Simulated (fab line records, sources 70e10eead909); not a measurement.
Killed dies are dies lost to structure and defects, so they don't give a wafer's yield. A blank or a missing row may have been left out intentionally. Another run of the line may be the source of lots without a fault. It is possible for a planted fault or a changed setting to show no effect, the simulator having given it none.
Chamber matching / flow nandHarc / 4 sister chambers for NHARC_P_ZERO_WELL_DESCUM_26 on rieDiel-12
The step chemistry O2, time 3 s. 14 wafers are shown with their chamber, then 7 later ones without.

== WAFERS PAIRED WITH THEIR CHAMBERS ==
wafer=L241.1; chamber=2; showerheadPlenumPTorr (Torr)=2.01; drypumpMotorCurrentA (A)=6.0; oesProductAu (a.u.)=0.996
wafer=L241.5; chamber=2; showerheadPlenumPTorr (Torr)=2.01; drypumpMotorCurrentA (A)=6.0; oesProductAu (a.u.)=0.995
wafer=L241.6; chamber=3; showerheadPlenumPTorr (Torr)=1.95; drypumpMotorCurrentA (A)=5.8; oesProductAu (a.u.)=0.993
wafer=L242.3; chamber=3; showerheadPlenumPTorr (Torr)=1.95; drypumpMotorCurrentA (A)=5.9; oesProductAu (a.u.)=0.989
wafer=L242.4; chamber=1; showerheadPlenumPTorr (Torr)=1.82; drypumpMotorCurrentA (A)=5.4; oesProductAu (a.u.)=1.005
wafer=L242.6; chamber=1; showerheadPlenumPTorr (Torr)=1.82; drypumpMotorCurrentA (A)=5.5; oesProductAu (a.u.)=1.000
wafer=L244.3; chamber=2; showerheadPlenumPTorr (Torr)=2.01; drypumpMotorCurrentA (A)=6.0; oesProductAu (a.u.)=0.991
wafer=L244.4; chamber=1; showerheadPlenumPTorr (Torr)=1.82; drypumpMotorCurrentA (A)=5.4; oesProductAu (a.u.)=0.994
wafer=L244.6; chamber=2; showerheadPlenumPTorr (Torr)=2.01; drypumpMotorCurrentA (A)=6.0; oesProductAu (a.u.)=1.003
wafer=L245.1; chamber=0; showerheadPlenumPTorr (Torr)=1.84; drypumpMotorCurrentA (A)=5.6; oesProductAu (a.u.)=1.022
wafer=L245.2; chamber=2; showerheadPlenumPTorr (Torr)=2.01; drypumpMotorCurrentA (A)=6.0; oesProductAu (a.u.)=1.003
wafer=L245.6; chamber=2; showerheadPlenumPTorr (Torr)=2.01; drypumpMotorCurrentA (A)=6.0; oesProductAu (a.u.)=1.006
wafer=L256.3; chamber=0; showerheadPlenumPTorr (Torr)=1.83; drypumpMotorCurrentA (A)=5.6; oesProductAu (a.u.)=1.011
wafer=L256.5; chamber=3; showerheadPlenumPTorr (Torr)=1.94; drypumpMotorCurrentA (A)=5.9; oesProductAu (a.u.)=0.991

SIGNATURES, as means of the wafers listed above
reading=showerheadPlenumPTorr; chamber 0=1.8350; chamber 1=1.8200; chamber 2=2.0100; chamber 3=1.9467; scatter within a chamber=0.00342
reading=drypumpMotorCurrentA; chamber 0=5.600; chamber 1=5.433; chamber 2=6.000; chamber 3=5.867; scatter within a chamber=0.0365
reading=oesProductAu; chamber 0=1.01650; chamber 1=0.99967; chamber 2=0.99900; chamber 3=0.99100; scatter within a chamber=0.00547
Rule: a wafer lies at a distance from a chamber equal to the root of the sum of squares, over the readings, of (its reading less the chamber's mean, divided by the reading's scatter). The wafer belongs to the nearest chamber; if the next one is less than 2 further off, it can't be placed. How the scatter is found: for the shown wafers, subtract from each reading the mean of its chamber, square and add these, divide the total by (wafers less chambers), then take the root.

== WAFERS MISSING THEIR CHAMBER ==
wafer=L256.6; showerheadPlenumPTorr (Torr)=2.00; drypumpMotorCurrentA (A)=5.9; oesProductAu (a.u.)=0.998
wafer=L259.3; showerheadPlenumPTorr (Torr)=1.94; drypumpMotorCurrentA (A)=5.9; oesProductAu (a.u.)=0.977
wafer=L259.4; showerheadPlenumPTorr (Torr)=1.99; drypumpMotorCurrentA (A)=6.0; oesProductAu (a.u.)=0.995
wafer=L259.6; showerheadPlenumPTorr (Torr)=1.82; drypumpMotorCurrentA (A)=5.6; oesProductAu (a.u.)=1.003
wafer=L264.3; showerheadPlenumPTorr (Torr)=1.80; drypumpMotorCurrentA (A)=5.4; oesProductAu (a.u.)=1.007
wafer=L264.4; showerheadPlenumPTorr (Torr)=1.80; drypumpMotorCurrentA (A)=5.4; oesProductAu (a.u.)=1.009
wafer=L264.5; showerheadPlenumPTorr (Torr)=1.93; drypumpMotorCurrentA (A)=5.9; oesProductAu (a.u.)=0.990

== WHICH CHAMBER EACH ONE RAN IN ==
wafer=L256.6; from the rows above=2; in truth=2
wafer=L259.3; from the rows above=3; in truth=3
wafer=L259.4; from the rows above=2; in truth=2
wafer=L259.6; from the rows above=can't be placed: 1 or 0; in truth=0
wafer=L264.3; from the rows above=1; in truth=1
wafer=L264.4; from the rows above=1; in truth=1
wafer=L264.5; from the rows above=3; in truth=3
Correct placement for 6 of the 7. These rows do not allow placing 1 (true chamber among the candidates in 1). Wrongly placed: 0.
